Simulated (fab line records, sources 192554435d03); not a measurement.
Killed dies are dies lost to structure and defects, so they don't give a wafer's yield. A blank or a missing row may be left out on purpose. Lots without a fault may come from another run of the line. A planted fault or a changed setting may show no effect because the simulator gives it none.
Chamber matching | flow n5_finfet | N5_SD_EPI_N_SD_RECESS_17 on rie_si-02: 4 sister chambers
The step chemistry HBr/Cl2/O2, target depth 41 nm, time 23.7 s, bt time 3 s. 7 wafers are shown with their chamber, then 7 later ones without.

WAFERS WITH THEIR CHAMBER
wafer  | chamber | drypump_motor_current_A (A) | throttle_valve_pct (%)
L074.1 | 0       | 5.8                         | 37.3
L075.6 | 2       | 5.7                         | 36.7
L085.5 | 3       | 6.5                         | 37.1
L088.1 | 3       | 6.5                         | 37.0
L088.5 | 1       | 6.3                         | 36.6
L089.1 | 0       | 5.9                         | 37.3
L089.4 | 1       | 6.3                         | 36.6

WAFERS WITHOUT THEIR CHAMBER
wafer  | drypump_motor_current_A (A) | throttle_valve_pct (%)
L089.6 | 6.5                         | 37.0
L096.4 | 5.9                         | 37.3
L096.5 | 6.5                         | 37.0
L096.6 | 5.9                         | 37.3
L097.2 | 6.3                         | 36.6
L097.3 | 5.9                         | 37.3
L097.6 | 6.3                         | 36.6

WHICH CHAMBER EACH WENT THROUGH
wafer  | from the rows above | in truth
L089.6 | 3                   | 3
L096.4 | 0                   | 0
L096.5 | 3                   | 3
L096.6 | 0                   | 0
L097.2 | 1                   | 1
L097.3 | 0                   | 0
L097.6 | 1                   | 1
Placed correctly: 7 of 7. Can't be placed from these rows: 0. Placed wrongly: 0.
How it was worked out, from the rows above alone: a wafer's distance from a chamber is the root of the sum, over the readings, of the square of ((its reading less the chamber's mean) divided by the reading's scatter). The wafer belongs to the nearest chamber; if the next one is less than 2 further off, it can't be placed. A chamber's mean is the mean of its shown wafers. The scatter: the root of (the sum of the squares of (reading less its chamber's mean) over the shown wafers, divided by (wafers less chambers)).
